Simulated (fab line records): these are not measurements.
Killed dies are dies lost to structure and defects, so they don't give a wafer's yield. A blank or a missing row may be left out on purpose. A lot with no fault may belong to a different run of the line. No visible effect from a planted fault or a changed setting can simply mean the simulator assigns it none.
Matching of chambers -- flow n5-finfet -- rie-diel-05 running N5_BEOL_M6_STRIP_19: 4 sister chambers
The step strips in O2. 16 wafers are shown with their chamber, then 8 later ones without.

## WAFERS WITH THEIR CHAMBER
wafer,chamber,throttle-valve-pct (%),showerhead-plenum-p-Torr (Torr),oes-product-au (a.u.)
L075.1,2,16.44,2.24,0.96
L075.2,0,17.20,1.99,0.71
L075.5,2,16.46,2.24,0.95
L079.2,3,16.27,2.23,0.95
L079.4,1,16.42,1.98,0.68
L079.6,2,16.47,2.24,0.93
L082.1,1,16.45,1.98,0.68
L082.2,2,16.47,2.24,0.90
L082.3,3,16.28,2.23,0.93
L082.4,0,17.23,1.98,0.71
L082.5,0,17.25,1.98,0.70
L082.6,3,16.30,2.23,0.94
L089.1,2,16.51,2.23,0.88
L089.5,0,16.77,2.24,0.99
L089.6,3,16.34,2.22,0.89
L091.2,2,16.52,2.23,0.88

SIGNATURES (means of the wafers above)
reading,chamber 0,chamber 1,chamber 2,chamber 3,scatter within a chamber
throttle-valve-pct,17.1125,16.4350,16.4783,16.2975,0.118
showerhead-plenum-p-Torr,2.0475,1.9800,2.2367,2.2275,0.0643
oes-product-au,0.7775,0.6800,0.9167,0.9275,0.0755
Rule: a wafer's distance from a chamber is the root of the sum, over the readings, of the square of ((its reading less the chamber's mean) divided by the reading's scatter). If the next closest chamber is less than 2 further off than the closest, the wafer can't be placed; otherwise it belongs to the closest. The scatter is the square root of a quotient: the sum, over the shown wafers, of each reading's squared deviation from its chamber's mean, divided by wafers minus chambers.

## WAFERS WHOSE CHAMBER IS MISSING
wafer,throttle-valve-pct (%),showerhead-plenum-p-Torr (Torr),oes-product-au (a.u.)
L091.3,16.33,2.22,0.89
L091.6,16.78,2.24,0.99
L093.3,16.49,1.97,0.66
L093.5,16.49,1.97,0.66
L093.6,16.78,2.24,0.94
L096.1,16.80,2.24,0.94
L096.2,16.54,2.22,0.85
L096.4,16.53,2.22,0.86

## CHAMBER TAKEN BY EACH
wafer,from the rows above,in truth
L091.3,can't be placed: 3 or 2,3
L091.6,can't be placed: 2 or 3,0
L093.3,1,1
L093.5,1,1
L093.6,can't be placed: 2 or 3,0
L096.1,can't be placed: 2 or 3 or 0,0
L096.2,can't be placed: 2 or 3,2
L096.4,can't be placed: 2 or 3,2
Placed correctly: 2 of 8. Not placeable from these rows: 6 (in 4, the candidates include the true chamber). Wrongly placed: 0.
